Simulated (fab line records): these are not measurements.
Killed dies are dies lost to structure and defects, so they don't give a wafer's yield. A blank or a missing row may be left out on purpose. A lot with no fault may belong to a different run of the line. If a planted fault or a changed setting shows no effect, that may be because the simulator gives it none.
Chamber matching -- flow n5_finfet -- 4 sister chambers for N5_FIN_CUT_CUT_ETCH_28 on rie_si-06
The step etches Si in HBr/Cl2/O2, target depth 6 nm, time 2.4 s. 8 wafers are shown with their chamber, then 9 later ones without.

## WAFERS, EACH WITH ITS CHAMBER
wafer,chamber,throttle_valve_pct (%),drypump_motor_current_A (A)
L083.6,1,37.42,5.5
L085.4,1,37.41,5.5
L085.5,0,36.57,5.6
L086.3,3,37.07,5.2
L086.6,2,36.79,5.4
L088.1,2,36.81,5.5
L088.4,0,36.59,5.5
L088.6,3,37.08,5.2

## WAFERS WITHOUT THEIR CHAMBER
wafer,throttle_valve_pct (%),drypump_motor_current_A (A)
L089.1,37.43,5.4
L089.2,36.78,5.4
L089.3,37.06,5.2
L089.4,36.58,5.5
L089.5,36.58,5.6
L089.6,37.06,5.2
L095.2,36.58,5.5
L095.3,36.79,5.5
L095.4,36.59,5.5

## EACH ONE'S CHAMBER
wafer,from the rows above,in truth
L089.1,1,1
L089.2,2,2
L089.3,3,3
L089.4,0,0
L089.5,0,0
L089.6,3,3
L095.2,0,0
L095.3,2,2
L095.4,0,0
9 of 9 placed correctly. Number that these rows cannot place: 0. Placed wrongly: 0.
How it was worked out, from the rows above alone: a wafer's distance from a chamber is the root of the sum, over the readings, of the square of ((its reading less the chamber's mean) divided by the reading's scatter). If the next closest chamber is less than 2 further off than the closest, the wafer can't be placed; otherwise it belongs to the closest. For every chamber, the mean is computed from those of its wafers that are shown. The scatter: take each reading less its chamber's mean, square it, sum over the shown wafers, divide by the number of wafers less the number of chambers, and take the root.
